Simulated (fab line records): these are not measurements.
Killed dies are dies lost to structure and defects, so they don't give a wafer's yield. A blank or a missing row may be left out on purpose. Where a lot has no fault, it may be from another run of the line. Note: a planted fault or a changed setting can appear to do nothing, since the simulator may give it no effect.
Comparing a struck lot with a sound one || flow n5-finfet || 14 steps out of a route of 1938
Sound: the wafers L436.3, L436.5, L436.6. Struck: wafers L432.3, L432.5. The cause is given at the end.
Each step with rows lists, per side, the tool, then ch with its chambers, then its first start. Under that, the readings that differ: sound wafers || struck wafers || difference of the means || sigmas: that difference in standard deviations of wafers without a fault.
alike: readings whose means differ by less than 2 such deviations, and words and numbers that are the same on both sides. not compared: withheld readings, readings that some wafer has no value for, bounds like >300 that may hide the same value, and numbers for which the record gives no deviation and whose values overlap.
The two part at a step that has a row with sigmas, a row that says differs or no value, or rows on one side only. When numbers do not overlap yet have no deviation, they are printed without sigmas and do not part them. A reading missing from all wafers of one side parts the sides only when that side holds two or more wafers.

N5_BEOL_M4_ANNEAL_87: time 240 s.
  sound on pvd-sputter-03, day 11 01:45; struck on pvd-sputter-02, day 10 07:44
  alike: heater-power-w
N5_BEOL_M4_SPUTTER_88: material Cu, target thk 4.5 nm, time 8.29 s.
  sound on pvd-sputter-03, day 11 01:53; struck on pvd-sputter-02, day 10 07:52
  alike: throttle-valve-pct
then, 2 steps without rows for these wafers: N5_BEOL_M4_ANNEAL_89 (time 240 s); N5_BEOL_M4_SPUTTER_90 (material Cu, target thk 4.5 nm, time 8.29 s).
N5_BEOL_M4_ANNEAL_91: time 240 s.
  sound on pvd-sputter-03, day 11 02:11; struck on pvd-sputter-02, day 10 08:10
  alike: heater-power-w
N5_BEOL_M4_SPUTTER_92: material Cu, target thk 4.5 nm, time 8.29 s.
  sound on pvd-sputter-03, day 11 02:20; struck on pvd-sputter-02, day 10 08:19
  alike: throttle-valve-pct
N5_BEOL_M4_ANNEAL_93: time 240 s.
  sound on pvd-sputter-03, day 11 02:25; struck on pvd-sputter-02, day 10 08:23
  alike: heater-power-w
then, 5 steps without rows for these wafers: N5_BEOL_M4_SPUTTER_94 (material Cu, target thk 4.5 nm, time 8.29 s); N5_BEOL_M4_ANNEAL_95 (time 240 s); N5_BEOL_M4_SPUTTER_96 (material Cu, target thk 4.5 nm, time 8.29 s); N5_BEOL_M4_ECD_50 (material Cu, target thk 300 nm); N5_BEOL_M4_ANNEAL_51 (time 90 s).
N5_BEOL_M4_CMP_52: polishes, stops on SiOC, t overpolish 6.8 s, target thk 40 nm.
  sound on cmp-01 ch 0,2,3, day 11 03:23; struck on cmp-04 ch 0, day 10 09:15
{"reading": "barrier-field-endpoint-s (s)", "sound": "24.2 24.2 24.1", "struck": "13.1 13.3", "difference": -11.0, "sigmas": -18}
{"reading": "time-to-endpoint-s (s)", "sound": "62.0 59.9 61.6", "struck": "33.4 34.0", "difference": -27.5, "sigmas": -11}
{"reading": "model.Cu_of_BEOL_M4_ECD_50.thk-nm (nm)", "sound": "38.8 39.2 39.2", "struck": "38.4 36", "difference": -1.9, "sigmas": ""}
{"reading": "model.SiOC_of_BEOL_M4_ILD_DEP_00.thk-nm (nm)", "sound": "74.6 75.8 75.6", "struck": "72.6 73.6", "difference": -2.2, "sigmas": ""}
  alike: head-pressure-psi, motor-current-A, overpolish-run-s, retaining-ring-pressure-frac
then, 1 step without rows for these wafers: N5_PASSIVATION_PROBE_49.

== WHERE THEY PART ==
N5_BEOL_M4_CMP_52 only, going by this record.

WHY: the cause the simulator had injected
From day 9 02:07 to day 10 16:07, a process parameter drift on cmp-04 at N5_BEOL_M4_CMP_52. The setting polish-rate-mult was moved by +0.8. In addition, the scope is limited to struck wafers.
